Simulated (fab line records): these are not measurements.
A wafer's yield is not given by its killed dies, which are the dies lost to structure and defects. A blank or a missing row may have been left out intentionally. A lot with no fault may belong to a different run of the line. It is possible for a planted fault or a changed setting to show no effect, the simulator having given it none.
fab line records	flow n5_finfet
record: lots: 24	wafers: 72	last_day: 20
route steps=1938 shown BEOL_M8@1379 BEOL_M9@1455
lots that met no fault: taken from a fault-free run of the same line
start_h: hours from the record's first day to the start of the lot's first wafer shown	wait_h: hours from the lot's prior step to this one	" as in the row above	L1.1+2: several wafers, shown together as one row	- value missing, or start not given	* or withheld: withheld	< > ~ a bound
route shown NAME@n: names a module that has steps shown in the file, with the first one's number in the route	usual: average and standard deviation across the fault-free wafers	same: alike in all rows	chamber/n: place in a boat	sites: per-site readings	_std_site: how widely they spread, as a standard deviation	_edge_site: the outer-site mean with the inner-site mean subtracted	radius_mm: for every site, how far away it sits from the centre of the wafer	mask NAME#n: copy n	behind: the most recent tool/chamber to have shaped the wafer	hold: why the lot was held/for how many hours/how that ended	device: names the non-switching transistor (n, p or np)	end of line: the route-end tests of the same wafers	a step given without rows: its recipe and nothing more	killed: count of dies lost to structure and defects at first sort (not the wafer's yield)	map: shows each die of a wafer: x if killed, . if not, _ if none is there
set.NAME: the setting as run; set.NAME@STEP: as run at that earlier step	model.NAME: the simulator's own value behind a step, which no gauge read
one table for each step of the route and one row for each wafer, over a sample of lots
services: the hour from which a tool's chamber was out of use, counted from the record's first day as start_h (under 0 if before that day), plus the number of hours and why
== steps ==
step: N5_BEOL_M8_STRIP_80
recipe: chemistry: N2/H2	time_s: 10	power_w: 450	temp_c: 40	pressure_mtorr: 20	rf_frequency_hz: 6e+07	bias_power_w: 7	n2_flow_sccm: 200	h2_flow_sccm: 200
usual: chamber_pressure_mTorr: 19.997/0.018	drypump_motor_current_A: 5.8/0.44	oes_product_au: 0.79/0.096	rf_vpp_V: 59.1/0.94	showerhead_plenum_p_Torr: 2.54/0.053	throttle_valve_pct: 23.55/0.24
lot.wafer	tool	chamber	start_h	wait_h	chamber_pressure_mTorr	drypump_motor_current_A	oes_product_au	rf_hours_counter_h	rf_vpp_V	showerhead_plenum_p_Torr	throttle_valve_pct
L074.3	rie_diel-02	2	-	-	19.990	4.9	0.72	189	60.1	2.52	24.03
L074.4	"	0	"	"	19.987	6.2	0.82	-	60.2	2.56	23.54
L074.5	"	2	"	"	19.990	4.9	0.71	-	59.0	2.52	24.04
L075.2	rie_diel-05	3	-	-	19.988	5.5	0.72	203	60.4	2.63	23.53
L075.4	"	2	"	"	19.989	5.7	0.70	233	58.5	2.50	23.45
L075.6	"	0	"	"	20.000	6.1	0.72	-	59.6	2.53	23.66
L076.1	rie_diel-05	1	-	-	19.983	6.3	0.81	75	58.3	2.46	23.15
L076.4	"	0	"	"	19.999	6.1	0.72	166	58.3	2.53	23.66
L076.6	"	1	"	"	19.990	6.3	0.82	-	58.2	2.46	23.17
L077.1	rie_diel-02	0	-	-	20.014	6.2	0.80	106	59.3	2.55	23.58
L077.2	"	2	"	"	19.986	4.9	0.70	211	58.6	2.51	24.06
L077.5	"	3	"	"	20.012	5.8	0.96	-	58.5	2.60	23.59
L078.1	rie_diel-02	1	-	-	19.996	5.7	0.70	223	60.0	2.51	23.79
L078.3	"	2	"	"	19.993	4.9	0.71	213	59.8	2.51	24.06
L078.4	"	3	"	"	19.987	5.8	0.95	10	58.4	2.60	23.58
L080.1	rie_diel-04	2	-	-	19.990	6.2	0.70	230	59.0	2.50	23.54
L080.2	"	3	"	"	19.979	5.3	0.96	6	59.4	2.60	23.63
L080.5	"	3	"	"	20.004	5.3	0.98	-	59.1	2.60	23.63
L081.1	rie_diel-05	1	-	-	20.009	6.3	0.81	83	58.1	2.46	23.17
L081.3	"	2	"	"	19.985	5.7	0.69	244	58.9	2.50	23.46
L081.4	"	0	"	"	19.999	6.1	0.71	176	59.3	2.53	23.67
L083.1	rie_diel-04	0	-	-	19.993	6.0	0.90	16	60.8	2.49	23.32
L083.5	"	0	"	"	20.040	6.0	0.89	-	58.2	2.49	23.34
L083.6	"	2	"	"	19.967	6.3	0.70	-	59.1	2.50	23.56
L082.3	rie_diel-05	3	-	-	20.003	5.5	0.71	216	59.0	2.62	23.55
L082.5	"	0	"	"	20.011	6.1	0.71	-	58.4	2.52	23.69
L082.6	"	3	"	"	20.005	5.5	0.71	-	58.8	2.62	23.55
L084.3	rie_diel-04	3	-	-	19.990	5.3	0.94	12	60.0	2.59	23.65
L084.5	"	3	"	"	19.994	5.3	0.94	-	59.8	2.59	23.63
L084.6	"	2	"	"	20.013	6.3	0.70	-	58.4	2.50	23.56
L085.3	rie_diel-05	0	-	-	19.996	6.1	0.70	182	57.9	2.52	23.70
L085.4	"	1	"	"	19.981	6.3	0.80	-	57.4	2.46	23.16
L085.6	"	0	"	"	20.008	6.1	0.70	-	59.5	2.52	23.69
L092.2	rie_diel-05	3	-	-	20.005	5.5	0.70	222	59.8	2.62	23.55
L092.3	"	0	"	"	20.014	6.1	0.71	183	58.1	2.52	23.69
L092.4	"	0	"	"	19.988	6.1	0.71	-	61.2	2.52	23.71
L086.2	rie_diel-02	2	-	-	20.046	4.9	0.69	224	60.0	2.51	24.07
L086.3	"	1	"	"	20.004	5.7	0.68	236	60.5	2.51	23.83
L086.6	"	0	"	"	20.031	6.2	0.78	-	60.2	2.54	23.60
L088.3	rie_diel-05	0	-	-	19.993	6.1	0.70	190	60.5	2.52	23.72
L088.5	"	3	"	"	20.000	5.5	0.70	-	59.8	2.62	23.57
L088.6	"	1	"	"	19.997	6.3	0.80	-	58.5	2.45	23.19
L087.3	rie_diel-04	1	-	-	19.998	5.3	0.92	12	60.2	2.60	23.28
L087.4	"	2	"	"	19.997	6.3	0.69	246	61.0	2.49	23.56
L087.6	"	1	"	"	19.977	5.4	0.92	-	60.2	2.60	23.27
L089.2	rie_diel-05	3	-	-	19.993	5.5	0.69	231	59.4	2.61	23.58
L089.4	"	1	"	"	19.998	6.3	0.79	-	59.3	2.45	23.19
L089.5	"	3	"	"	19.986	5.5	0.70	-	58.1	2.61	23.57
L090.2	rie_diel-05	3	-	-	20.030	5.5	0.70	233	59.8	2.61	23.58
L090.4	"	3	"	"	19.964	5.5	0.71	-	58.3	2.61	23.56
L090.5	"	1	"	"	20.000	6.3	0.80	-	59.8	2.45	23.18
L093.3	rie_diel-04	0	-	-	20.003	6.0	0.87	33	61.8	2.49	23.36
L093.5	"	1	"	"	20.013	5.4	0.91	-	59.2	2.60	23.29
L093.6	"	0	"	"	19.972	6.0	0.87	-	58.7	2.49	23.35
L091.1	rie_diel-05	0	-	-	20.006	6.1	0.70	197	59.6	2.52	23.72
L091.3	"	2	"	"	19.979	5.7	0.98	1	58.8	2.49	23.11
L091.4	"	1	"	"	20.000	6.3	0.79	103	57.7	2.45	23.19
L079.1	rie_diel-02	0	-	-	19.995	6.2	0.76	143	59.6	2.53	23.62
L079.2	"	3	"	"	20.014	5.8	0.87	45	59.9	2.58	23.64
L079.6	"	2	"	"	20.006	4.9	0.68	-	58.7	2.50	24.11
L097.1	rie_diel-04	1	-	-	20.013	5.3	0.89	29	59.8	2.59	23.31
L097.2	"	0	"	"	19.965	6.0	0.85	47	58.8	2.48	23.39
L097.6	"	1	"	"	20.007	5.3	0.89	-	58.6	2.59	23.31
L096.1	rie_diel-02	2	-	-	19.950	4.9	0.67	239	59.3	2.50	24.09
L096.3	"	0	"	"	20.025	6.2	0.77	144	59.6	2.53	23.62
L096.6	"	3	"	"	19.988	5.8	0.87	-	59.6	2.59	23.64
L094.1	rie_diel-04	2	-	-	20.005	6.3	0.94	12	58.6	2.49	23.31
L094.2	"	0	"	"	20.019	6.0	0.84	54	58.7	2.48	23.39
L094.6	"	2	"	"	19.986	6.2	0.94	-	57.8	2.49	23.29
L095.1	rie_diel-02	0	-	-	20.025	6.2	0.75	153	58.5	2.53	23.63
L095.4	"	2	"	"	19.994	4.9	0.67	-	57.3	2.50	24.11
L095.6	"	0	"	"	20.002	6.2	0.75	-	59.9	2.53	23.64
step: N5_BEOL_M8_DEGAS_44
recipe: ambient: vacuum	temp_c: 250	time_s: 60
usual: heater_power_w: 333/30
lot.wafer	tool	chamber	start_h	wait_h	heater_power_w
L074.3	pvd_sputter-03	-	243.41	0.3	357
L074.4	"	-	"	"	356
L074.5	"	-	"	"	351
L075.2	pvd_sputter-03	-	275.42	0.4	301
L075.4	"	-	"	"	350
L075.6	"	-	"	"	354
L076.1	pvd_sputter-01	-	279.33	0.6	338
L076.4	"	-	"	"	379
L076.6	"	-	"	"	334
L077.1	pvd_sputter-01	-	287.38	0.3	372
L077.2	"	-	"	"	334
L077.5	"	-	"	"	369
L078.1	pvd_sputter-01	-	296.34	0.6	335
L078.3	"	-	"	"	380
L078.4	"	-	"	"	367
L080.1	pvd_sputter-03	-	305.00	2.5	372
L080.2	"	-	"	"	355
L080.5	"	-	"	"	368
L081.1	pvd_sputter-01	-	309.56	0.4	320
L081.3	"	-	"	"	287
L081.4	"	-	"	"	383
L083.1	pvd_sputter-03	-	313.69	0.3	304
L083.5	"	-	"	"	304
L083.6	"	-	"	"	355
L082.3	pvd_sputter-03	-	317.92	0.6	300
L082.5	"	-	"	"	368
L082.6	"	-	"	"	296
L084.3	pvd_sputter-03	-	318.00	0.6	364
L084.5	"	-	"	"	295
L084.6	"	-	"	"	363
L085.3	pvd_sputter-02	-	330.85	0.6	339
L085.4	"	-	"	"	299
L085.6	"	-	"	"	305
L092.2	pvd_sputter-02	-	332.01	0.6	349
L092.3	"	-	"	"	304
L092.4	"	-	"	"	337
L086.2	pvd_sputter-02	-	332.49	0.4	335
L086.3	"	-	"	"	333
L086.6	"	-	"	"	347
L088.3	pvd_sputter-03	-	344.26	0.2	300
L088.5	"	-	"	"	357
L088.6	"	-	"	"	293
L087.3	pvd_sputter-01	-	350.69	0.3	373
L087.4	"	-	"	"	300
L087.6	"	-	"	"	294
L089.2	pvd_sputter-02	-	350.87	0.3	338
L089.4	"	-	"	"	354
L089.5	"	-	"	"	307
L090.2	pvd_sputter-02	-	354.61	0.4	329
L090.4	"	-	"	"	341
L090.5	"	-	"	"	340
L093.3	pvd_sputter-01	-	358.62	0.6	378
L093.5	"	-	"	"	330
L093.6	"	-	"	"	294
L091.1	pvd_sputter-01	-	358.78	0.8	377
L091.3	"	-	"	"	324
L091.4	"	-	"	"	378
L079.1	pvd_sputter-02	-	389.65	0.4	336
L079.2	"	-	"	"	326
L079.6	"	-	"	"	307
L097.1	pvd_sputter-03	-	391.43	2.0	306
L097.2	"	-	"	"	365
L097.6	"	-	"	"	358
L096.1	pvd_sputter-03	-	391.97	0.3	354
L096.3	"	-	"	"	301
L096.6	"	-	"	"	364
L094.1	pvd_sputter-01	-	409.04	0.3	296
L094.2	"	-	"	"	331
L094.6	"	-	"	"	296
L095.1	pvd_sputter-01	-	413.26	0.8	288
L095.4	"	-	"	"	372
L095.6	"	-	"	"	331
step: N5_BEOL_M8_ANNEAL_51
recipe: temp_c: 225	time_s: 90	ambient: N2
usual: wafer_temp_C_max: 225.99/0.23
lot.wafer	tool	chamber	start_h	wait_h	wafer_temp_C_max
L074.3	rtp_anneal-01	0	245.10	1.0	225.45
L074.4	"	0	"	"	225.76
L074.5	"	0	"	"	225.54
L075.2	rtp_anneal-02	0	276.44	0.1	226.03
L075.4	"	0	"	"	225.93
L075.6	"	0	"	"	225.96
L076.1	rtp_anneal-02	0	280.29	0.1	226.03
L076.4	"	0	"	"	225.99
L076.6	"	0	"	"	225.90
L077.1	rtp_anneal-01	0	289.21	0.9	225.67
L077.2	"	0	"	"	226.18
L077.5	"	0	"	"	225.89
L078.1	rtp_anneal-02	0	297.18	0.1	226.08
L078.3	"	0	"	"	225.98
L078.4	"	0	"	"	226.49
L080.1	rtp_anneal-02	0	306.01	0.1	226.57
L080.2	"	0	"	"	226.06
L080.5	"	0	"	"	225.89
L081.1	rtp_anneal-01	0	311.40	0.3	225.82
L081.3	"	0	"	"	226.39
L081.4	"	0	"	"	225.81
L083.1	rtp_anneal-02	0	314.85	0.3	225.88
L083.5	"	0	"	"	226.42
L083.6	"	0	"	"	226.20
L082.3	rtp_anneal-02	0	319.40	0.5	225.59
L082.5	"	0	"	"	225.94
L082.6	"	0	"	"	225.92
L084.3	rtp_anneal-02	0	319.94	0.5	225.88
L084.5	"	0	"	"	226.48
L084.6	"	0	"	"	226.22
L085.3	rtp_anneal-02	0	332.11	0.1	226.12
L085.4	"	0	"	"	226.20
L085.6	"	0	"	"	225.76
L092.2	rtp_anneal-01	0	332.93	0.1	226.00
L092.3	"	0	"	"	226.17
L092.4	"	0	"	"	225.74
L086.2	rtp_anneal-02	0	333.45	0.1	225.92
L086.3	"	0	"	"	226.19
L086.6	"	0	"	"	226.00
L088.3	rtp_anneal-01	0	347.11	0.2	225.76
L088.5	"	0	"	"	225.48
L088.6	"	0	"	"	225.41
L087.3	rtp_anneal-01	0	351.55	0.1	225.95
L087.4	"	0	"	"	226.42
L087.6	"	0	"	"	225.63
L089.2	rtp_anneal-02	0	351.84	0.2	226.27
L089.4	"	0	"	"	226.24
L089.5	"	0	"	"	226.21
L090.2	rtp_anneal-02	0	357.18	0.1	225.91
L090.4	"	0	"	"	225.82
L090.5	"	0	"	"	225.80
L093.3	rtp_anneal-02	0	360.04	0.1	225.95
L093.5	"	0	"	"	226.14
L093.6	"	0	"	"	226.48
L091.1	rtp_anneal-02	0	360.22	0.1	225.79
L091.3	"	0	"	"	226.14
L091.4	"	0	"	"	225.80
L079.1	rtp_anneal-02	0	391.48	0.2	225.94
L079.2	"	0	"	"	225.89
L079.6	"	0	"	"	226.35
L097.1	rtp_anneal-01	0	392.26	0.1	225.99
L097.2	"	0	"	"	225.89
L097.6	"	0	"	"	225.80
L096.1	rtp_anneal-02	0	394.60	0.1	226.03
L096.3	"	0	"	"	226.05
L096.6	"	0	"	"	226.28
L094.1	rtp_anneal-02	0	410.02	0.1	226.30
L094.2	"	0	"	"	225.64
L094.6	"	0	"	"	225.97
L095.1	rtp_anneal-01	0	414.33	0.3	225.88
L095.4	"	0	"	"	225.79
L095.6	"	0	"	"	225.59
step: N5_BEOL_M8_THK_MEAS_53
recipe: thk_meas_gauge: xrf	reads: Cu_of_BEOL_M8_ECD_50
usual: M8_THK: 80.6/1.8
lot.wafer	tool	chamber	start_h	wait_h	M8_THK[nm]
L074.3	film_metro-02	-	245.60	-	80.5
L074.4	"	-	"	"	80.0
L074.5	"	-	"	"	80.1
L075.2	film_metro-02	-	277.00	-	80.6
L075.4	"	-	"	"	79.9
L075.6	"	-	"	"	81.4
L076.1	film_metro-02	-	280.88	-	81.7
L076.4	"	-	"	"	79.0
L076.6	"	-	"	"	80.4
L077.1	film_metro-02	-	289.80	-	79.5
L077.2	"	-	"	"	78.1
L077.5	"	-	"	"	81.4
L078.1	film_metro-02	-	297.77	-	79.3
L078.3	"	-	"	"	79.9
L078.4	"	-	"	"	80.5
L080.1	film_metro-02	-	306.61	-	76.9
L080.2	"	-	"	"	80.4
L080.5	"	-	"	"	78.3
L081.1	film_metro-01	-	312.00	-	81.0
L081.3	"	-	"	"	81.0
L081.4	"	-	"	"	80.8
L083.1	film_metro-01	-	315.53	-	84.1
L083.5	"	-	"	"	84.3
L083.6	"	-	"	"	82.3
L082.3	film_metro-02	-	319.95	-	77.4
L082.5	"	-	"	"	80.0
L082.6	"	-	"	"	79.4
L084.3	film_metro-02	-	320.53	-	79.9
L084.5	"	-	"	"	79.8
L084.6	"	-	"	"	81.2
L085.3	film_metro-02	-	332.67	-	81.6
L085.4	"	-	"	"	81.3
L085.6	"	-	"	"	79.3
L092.2	film_metro-01	-	333.47	-	77.8
L092.3	"	-	"	"	79.0
L092.4	"	-	"	"	79.9
L086.2	film_metro-02	-	334.00	-	79.3
L086.3	"	-	"	"	79.7
L086.6	"	-	"	"	77.7
L088.3	film_metro-01	-	347.63	-	80.5
L088.5	"	-	"	"	77.0
L088.6	"	-	"	"	81.9
L087.3	film_metro-01	-	352.07	-	81.5
L087.4	"	-	"	"	80.7
L087.6	"	-	"	"	82.8
L089.2	film_metro-01	-	352.61	-	79.2
L089.4	"	-	"	"	80.8
L089.5	"	-	"	"	80.1
L090.2	film_metro-01	-	357.73	-	79.1
L090.4	"	-	"	"	79.9
L090.5	"	-	"	"	81.8
L093.3	film_metro-02	-	360.54	-	82.8
L093.5	"	-	"	"	79.2
L093.6	"	-	"	"	81.4
L091.1	film_metro-01	-	360.81	-	83.3
L091.3	"	-	"	"	83.1
L091.4	"	-	"	"	84.4
L079.1	film_metro-02	-	392.07	-	80.3
L079.2	"	-	"	"	80.9
L079.6	"	-	"	"	79.3
L097.1	film_metro-01	-	392.85	-	82.9
L097.2	"	-	"	"	82.6
L097.6	"	-	"	"	82.1
L096.1	film_metro-02	-	395.19	-	77.8
L096.3	"	-	"	"	79.3
L096.6	"	-	"	"	79.5
L094.1	film_metro-01	-	410.61	-	83.9
L094.2	"	-	"	"	81.5
L094.6	"	-	"	"	83.0
L095.1	film_metro-01	-	414.93	-	81.7
L095.4	"	-	"	"	79.4
L095.6	"	-	"	"	79.4
step: N5_BEOL_M8_INSPECT_58
recipe: inspect_instrument: darkfield	mode: post_dep
usual: raw_defect_count: 72/22
lot.wafer	tool	chamber	start_h	wait_h	raw_defect_count
L074.3	defect_inspect-02	-	245.76	0.0	81
L074.4	"	-	"	"	74
L074.5	"	-	"	"	57
L075.2	defect_inspect-01	-	277.16	0.0	70
L075.4	"	-	"	"	39
L075.6	"	-	"	"	54
L076.1	defect_inspect-02	-	281.06	0.0	60
L076.4	"	-	"	"	79
L076.6	"	-	"	"	45
L077.1	defect_inspect-02	-	289.96	0.0	61
L077.2	"	-	"	"	50
L077.5	"	-	"	"	62
L078.1	defect_inspect-01	-	297.93	0.0	47
L078.3	"	-	"	"	105
L078.4	"	-	"	"	100
L080.1	defect_inspect-01	-	306.76	0.0	51
L080.2	"	-	"	"	88
L080.5	"	-	"	"	53
L081.1	defect_inspect-01	-	312.15	0.0	88
L081.3	"	-	"	"	82
L081.4	"	-	"	"	57
L083.1	defect_inspect-01	-	315.72	0.0	86
L083.5	"	-	"	"	75
L083.6	"	-	"	"	52
L082.3	defect_inspect-01	-	320.14	0.0	55
L082.5	"	-	"	"	72
L082.6	"	-	"	"	95
L084.3	defect_inspect-01	-	320.69	0.0	62
L084.5	"	-	"	"	59
L084.6	"	-	"	"	51
L085.3	defect_inspect-02	-	332.83	0.0	67
L085.4	"	-	"	"	68
L085.6	"	-	"	"	58
L092.2	defect_inspect-01	-	333.63	0.0	72
L092.3	"	-	"	"	86
L092.4	"	-	"	"	75
L086.2	defect_inspect-01	-	334.15	0.0	113
L086.3	"	-	"	"	89
L086.6	"	-	"	"	109
L088.3	defect_inspect-02	-	347.79	0.0	35
L088.5	"	-	"	"	32
L088.6	"	-	"	"	73
L087.3	defect_inspect-02	-	352.22	0.0	59
L087.4	"	-	"	"	53
L087.6	"	-	"	"	93
L089.2	defect_inspect-02	-	352.76	0.0	75
L089.4	"	-	"	"	69
L089.5	"	-	"	"	74
L090.2	defect_inspect-02	-	357.89	0.0	91
L090.4	"	-	"	"	61
L090.5	"	-	"	"	69
L093.3	defect_inspect-02	-	360.70	0.0	65
L093.5	"	-	"	"	28
L093.6	"	-	"	"	46
L091.1	defect_inspect-02	-	360.97	0.0	62
L091.3	"	-	"	"	53
L091.4	"	-	"	"	73
L079.1	defect_inspect-01	-	392.26	0.0	95
L079.2	"	-	"	"	90
L079.6	"	-	"	"	83
L097.1	defect_inspect-02	-	393.01	0.0	67
L097.2	"	-	"	"	71
L097.6	"	-	"	"	83
L096.1	defect_inspect-01	-	395.35	0.0	51
L096.3	"	-	"	"	81
L096.6	"	-	"	"	92
L094.1	defect_inspect-02	-	410.77	0.0	73
L094.2	"	-	"	"	58
L094.6	"	-	"	"	57
L095.1	defect_inspect-02	-	415.08	0.0	74
L095.4	"	-	"	"	62
L095.6	"	-	"	"	43
step: N5_BEOL_M9_CURE_72
recipe: temp_c: 370	time_s: 120	ambient: DMADMS/He	material: SiCOH_lowk
usual: lamp_power_pct: 52.31/0.053	wafer_temp_C_max: 371.8/0.74
lot.wafer	tool	chamber	start_h	wait_h	lamp_power_pct	wafer_temp_C_max
L074.3	uv_cure-03	2	249.09	0.1	52.36	371.3
L074.4	"	2	"	"	52.29	371.8
L074.5	"	2	"	"	52.25	371.2
L075.2	uv_cure-02	2	281.38	0.2	52.30	370.9
L075.4	"	2	"	"	52.37	371.3
L075.6	"	2	"	"	52.26	370.8
L076.1	uv_cure-02	0	286.76	0.0	52.44	371.2
L076.4	"	0	"	"	52.26	370.9
L076.6	"	0	"	"	52.25	371.1
L077.1	uv_cure-01	1	296.27	0.2	52.29	372.3
L077.2	"	1	"	"	52.37	371.7
L077.5	"	1	"	"	52.27	371.6
L078.1	uv_cure-02	2	305.59	0.0	52.40	371.4
L078.3	"	2	"	"	52.36	371.1
L078.4	"	2	"	"	52.35	371.2
L080.1	uv_cure-01	1	312.48	0.1	52.28	372.4
L080.2	"	1	"	"	52.32	372.5
L080.5	"	1	"	"	52.26	372.0
L081.1	uv_cure-01	0	316.96	0.0	52.24	370.9
L081.3	"	0	"	"	52.33	371.3
L081.4	"	0	"	"	52.29	371.1
L083.1	uv_cure-01	0	321.36	0.0	52.25	371.1
L083.5	"	0	"	"	52.26	371.0
L083.6	"	0	"	"	52.31	370.6
L082.3	uv_cure-02	0	323.90	0.1	52.32	372.0
L082.5	"	0	"	"	52.34	371.4
L082.6	"	0	"	"	52.29	371.1
L084.3	uv_cure-01	1	327.69	0.1	52.42	372.8
L084.5	"	1	"	"	52.34	373.0
L084.6	"	1	"	"	52.32	372.3
L085.3	uv_cure-03	2	337.39	0.7	52.35	371.3
L085.4	"	2	"	"	52.17	371.3
L085.6	"	2	"	"	52.29	371.3
L086.2	uv_cure-01	2	340.86	0.3	52.20	372.7
L086.3	"	2	"	"	52.30	372.3
L086.6	"	2	"	"	52.29	372.5
L092.2	uv_cure-01	2	341.16	0.4	52.37	372.8
L092.3	"	2	"	"	52.25	372.7
L092.4	"	2	"	"	52.35	371.4
L088.3	uv_cure-02	2	353.92	0.1	52.27	371.3
L088.5	"	2	"	"	52.36	371.1
L088.6	"	2	"	"	52.26	370.9
L087.3	uv_cure-01	1	358.30	0.2	52.37	372.5
L087.4	"	1	"	"	52.25	372.0
L087.6	"	1	"	"	52.36	372.7
L089.2	uv_cure-01	0	360.13	0.1	52.25	371.5
L089.4	"	0	"	"	52.28	371.6
L089.5	"	0	"	"	52.30	371.0
L090.2	uv_cure-03	1	363.27	0.1	52.28	374.9
L090.4	"	1	"	"	52.28	372.4
L090.5	"	1	"	"	52.34	372.2
L091.1	uv_cure-01	1	369.80	0.0	52.39	373.1
L091.3	"	1	"	"	52.33	372.0
L091.4	"	1	"	"	52.31	372.4
L093.3	uv_cure-01	1	370.25	0.1	52.27	372.0
L093.5	"	1	"	"	52.35	372.2
L093.6	"	1	"	"	52.24	371.8
L097.1	uv_cure-01	0	400.47	0.0	52.29	371.3
L097.2	"	0	"	"	52.28	370.6
L097.6	"	0	"	"	52.38	371.1
L096.1	uv_cure-02	2	400.55	0.0	52.30	371.1
L096.3	"	2	"	"	52.30	371.8
L096.6	"	2	"	"	52.26	370.9
L079.1	uv_cure-03	1	400.74	0.0	52.39	373.2
L079.2	"	1	"	"	52.39	371.9
L079.6	"	1	"	"	52.37	373.5
L094.1	uv_cure-01	1	418.54	0.0	52.37	372.2
L094.2	"	1	"	"	52.34	372.1
L094.6	"	1	"	"	52.26	372.8
L095.1	uv_cure-03	0	424.76	0.0	52.33	371.6
L095.4	"	0	"	"	52.20	372.4
L095.6	"	0	"	"	52.43	372.5
== services ==
tool	chamber	start_h	hours	kind
uv_cure-02	-	219.89	1.0	pm
rie_diel-04	3	230.56	7.6	repair
uv_cure-01	-	244.20	2.1	pm
uv_cure-01	-	254.81	7.5	pm
rie_diel-04	2	263.68	2.8	repair
rie_diel-04	-	278.67	4.3	pm
rie_diel-05	1	302.74	4.3	repair
rie_diel-02	2	303.28	3.9	repair
uv_cure-02	-	309.00	6.8	repair
uv_cure-01	-	322.12	1.0	pm
uv_cure-01	-	329.83	3.3	repair
uv_cure-02	-	335.87	7.5	pm
uv_cure-02	-	349.11	4.3	pm
uv_cure-03	-	354.90	1.5	repair
uv_cure-03	-	358.91	0.8	repair
rie_diel-02	2	364.20	19.8	repair
uv_cure-03	-	376.87	3.1	repair
uv_cure-01	-	386.01	14.2	repair
rie_diel-02	1	387.70	4.1	repair
uv_cure-02	-	392.95	2.8	pm
rie_diel-04	3	393.95	5.8	repair
rie_diel-04	0	402.36	3.0	repair
pvd_sputter-03	-	415.65	1.7	repair
rie_diel-02	-	419.96	0.5	repair
== key ==
fault none
